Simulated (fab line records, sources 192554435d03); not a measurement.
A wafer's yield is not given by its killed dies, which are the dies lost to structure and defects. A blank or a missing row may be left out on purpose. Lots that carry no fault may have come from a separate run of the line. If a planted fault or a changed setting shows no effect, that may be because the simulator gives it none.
What tool caused it? -- flow n5_finfet -- 11 lots with 32 wafers sampled at 5 steps, on a route of 1938 steps

## WHAT EACH GAUGE READ, for each wafer
N5_BEOL_M1_THK_MEAS_01. Usual: M1_ILD_THK gives 79.1 nm (standard deviation 1.1).
lot,measured,on,M1_ILD_THK (nm),flag
L671,day 6 01:17,film_metro-02,81.6 81.4 78.8,
L676,day 7 08:00,film_metro-01,77.3 79.1 79.5,
L678,day 7 22:47,film_metro-02,78.4 79.3 79.5,
L683,day 9 01:32,film_metro-02,78.6 79.8 80.9,
L686,day 9 21:05,film_metro-02,78.2 79.0 80.4,
L690,day 10 12:17,film_metro-01,79.2 78.9 80.2,
L689,day 10 12:40,film_metro-01,78.5 79.0 79.4,
L691,day 11 04:57,film_metro-01,79.1 78.5 79.6,
L692,day 11 11:31,film_metro-01,77.2 77.9,
L693,day 11 11:59,film_metro-01,78.4 76.5 76.9,
L694,day 12 00:08,film_metro-01,79.0 80.5 78.9,

N5_BEOL_M1_CD_MEAS_11: the cd target is 17.05 nm. Usual: cd_nm at 17.15 nm, with a standard deviation of 0.25.
lot,measured,on,cd_nm (nm),flag
L671,day 6 02:43,cd_sem-01,17.02 17.02 17.27,
L676,day 7 08:58,cd_sem-01,17.12 17.24 17.68,
L678,day 7 23:23,cd_sem-02,17.13 16.51 16.98,
L683,day 9 02:55,cd_sem-02,17.53 17.06 17.13,
L686,day 9 21:36,cd_sem-02,17.56 17.34 17.24,
L690,day 10 13:39,cd_sem-02,17.76 17.07 17.33,
L689,day 10 13:43,cd_sem-03,17.72 17.33 17.31,
L691,day 11 06:56,cd_sem-01,17.21 16.92 17.31,
L692,day 11 13:16,cd_sem-03,17.56 17.08,
L693,day 11 13:28,cd_sem-01,16.61 17.09 17.03,
L694,day 12 01:50,cd_sem-03,17.40 17.07 17.38,

N5_BEOL_M1_OVL_MEAS_12. Usual: M1_OVL gives 0.4 nm (standard deviation 0.64).
lot,measured,on,M1_OVL (nm),flag
L671,day 6 02:45,overlay-01,1.0 0.7 0.8,
L676,day 7 09:01,overlay-02,0.6 0.2 0.7,
L678,day 7 23:25,overlay-01,0.5 0.0 0.8,
L683,day 9 02:57,overlay-01,1.1 0.4 0.4,
L686,day 9 21:38,overlay-01,-0.6 0.3 -0.2,
L690,day 10 13:41,overlay-02,0.4 -0.3 0.3,
L689,day 10 13:45,overlay-02,1.0 0.6 1.3,
L691,day 11 06:58,overlay-02,0.3 0.2 0.9,
L692,day 11 13:17,overlay-01,0.1 0.1,
L693,day 11 13:29,overlay-01,1.5 0.4 0.2,
L694,day 12 01:52,overlay-02,0.1 -0.8 1.2,

N5_BEOL_M4_RC_MEAS_101. Usual: DIBL_N 36.5 mV/V, standard deviation 1.8; DIBL_P 36.5 mV/V, standard deviation 2.1; IOFF_N 0.17 nA/um, standard deviation 0.031; IOFF_P 0.22 nA/um, standard deviation 0.036; ION_N 677 uA/um, standard deviation 11; ION_P 463 uA/um, standard deviation 8; SS_N 71.6 mV/dec, standard deviation 0.61; SS_P 73.3 mV/dec, standard deviation 0.63; VT_N 249 mV, standard deviation 3.1; VT_P -250 mV, standard deviation 3.3.
lot,measured,on,DIBL_N (mV/V),DIBL_P (mV/V),IOFF_N (nA/um),IOFF_P (nA/um),ION_N (uA/um),ION_P (uA/um),SS_N (mV/dec),SS_P (mV/dec),VT_N (mV),VT_P (mV),flag
L671,day 7 22:33,prober-02,33.8 35.2 33.9,32.6 34.7 32.7,0.12 0.15 0.13,0.15 0.20 0.16,655 672 659,446 457 447,71.0 71.0 70.7,72.9 73.3 71.9,253 248 253,-257 -250 -255,
L676,day 9 10:14,prober-01,38.5 34.7 36.1,38.5 34.7 35.5,0.21 0.14 0.15,0.26 0.20 0.20,694 681 679,476 468 469,72.0 71.0 71.7,73.7 72.8 73.1,242 250 250,-245 -248 -249,
L678,day 9 19:58,prober-01,36.8 33.8 35.6,35.8 32.8 34.7,0.16 0.12 0.15,0.21 0.16 0.19,675 673 670,460 459 461,71.4 71.0 71.0,73.3 72.4 72.5,248 251 249,-249 -254 -248,
L683,day 11 03:25,prober-01,36.8 37.6 34.3,35.4 35.9 33.2,0.17 0.19 0.14,0.22 0.24 0.20,663 664 667,456 454 457,71.9 72.6 71.6,73.8 73.5 72.9,250 248 250,-248 -249 -249,
L686,day 12 01:16,prober-01,38.7 36.5 37.8,39.2 36.5 38.0,0.20 0.16 0.18,0.24 0.19 0.21,682 671 691,463 458 462,71.7 71.4 71.4,74.4 73.7 73.2,247 250 250,-250 -252 -254,
L690,day 12 10:23,prober-02,37.5 36.0 36.7,38.0 36.8 37.7,0.20 0.18 0.19,0.29 0.27 0.30,688 694 692,475 482 478,72.0 71.0 71.7,73.8 73.5 73.9,246 246 248,-242 -243 -241,
L689,day 12 13:29,prober-02,38.7 35.6 38.0,39.5 35.4 37.7,0.19 0.13 0.17,0.25 0.19 0.22,680 669 669,469 461 460,71.8 71.8 72.6,73.7 73.0 73.1,247 253 249,-249 -252 -249,
L691,day 13 18:14,prober-01,35.3 34.3 34.7,37.2 35.6 36.1,0.15 0.13 0.14,0.20 0.18 0.19,679 677 675,467 464 465,70.5 71.4 71.3,73.8 73.4 73.8,250 251 250,-252 -252 -250,
L692,day 13 21:04,prober-02,33.1 36.2,32.2 36.9,0.11 0.17,0.17 0.22,649 664,458 463,70.5 72.0,72.9 72.4,253 251,-252 -249,
L693,day 14 00:46,prober-02,36.9 38.9 35.3,37.0 39.9 35.8,0.17 0.21 0.16,0.25 0.29 0.22,673 687 683,465 476 472,71.8 72.7 71.2,73.1 73.8 72.8,247 247 250,-246 -243 -248,
L694,day 14 23:12,prober-01,37.0 40.1 38.5,35.4 39.8 38.1,0.15 0.20 0.18,0.20 0.28 0.25,662 673 667,456 465 461,72.7 72.6 71.9,72.6 74.4 73.8,253 251 248,-251 -245 -247,

## EACH LOT AND THE TOOL THAT RAN IT (in order: tool; ch and the chambers of the sampled wafers; start)
lot,N5_BEOL_M1_COAT_05
L671,"litho_track-02 ch 0, day 6 02:19"
L676,"litho_track-02 ch 0, day 7 08:43"
L678,"litho_track-02 ch 0, day 7 23:08"
L683,"litho_track-02 ch 0, day 9 02:31"
L686,"litho_track-04 ch 0, day 9 21:19"
L690,"litho_track-04 ch 0, day 10 13:14"
L689,"litho_track-04 ch 0, day 10 13:28"
L691,"litho_track-03 ch 0, day 11 06:40"
L692,"litho_track-04 ch 0, day 11 13:01"
L693,"litho_track-02 ch 0, day 11 13:13"
L694,"litho_track-03 ch 0, day 12 01:27"
- N5_BEOL_M1_COAT_05: resist thk 30 nm.

## AS READ BY THE TOOLS THEMSELVES (means over the sampled wafers that have a number; for cases with no such wafer, the mark the record gives instead)
N5_BEOL_M1_COAT_05. Usual: spin_speed_rpm at 1500.0 rpm, with a standard deviation of 1.1.
lot,tool,spin_speed_rpm (rpm),flag
L671,litho_track-02,1499.3,
L676,litho_track-02,1500.4,
L678,litho_track-02,1544.5,OFF
L683,litho_track-02,1543.2,OFF
L686,litho_track-04,1499.3,
L690,litho_track-04,1500.8,
L689,litho_track-04,1499.5,
L691,litho_track-03,1499.4,
L692,litho_track-04,1501.3,
L693,litho_track-02,1499.7,
L694,litho_track-03,1501.2,

## THE ANSWER, worked out from the rows above alone
Rule: lot off if the mean of its wafers having a number is beyond 3 standard deviations from the usual mean. A lot without any number at a reading at which 4 lots or more have one is off too. All remaining lots with rows at the step are treated as sound. The gauges are gone through in route order, then the tools' own readings, and for those a lot's mean is taken as printed above. The first step at which some lot is off is used, and at that step the reading that is off furthest; a lot without a number counts as furthest.
Off: L678, L683 (N5_BEOL_M1_COAT_05, spin_speed_rpm).
A tool fits if, at that step or a process step before it, it ran every lot that is off, and no sound lot after the first of them. Of those tried, none fits.

## WHAT THE SIMULATOR PUT IN
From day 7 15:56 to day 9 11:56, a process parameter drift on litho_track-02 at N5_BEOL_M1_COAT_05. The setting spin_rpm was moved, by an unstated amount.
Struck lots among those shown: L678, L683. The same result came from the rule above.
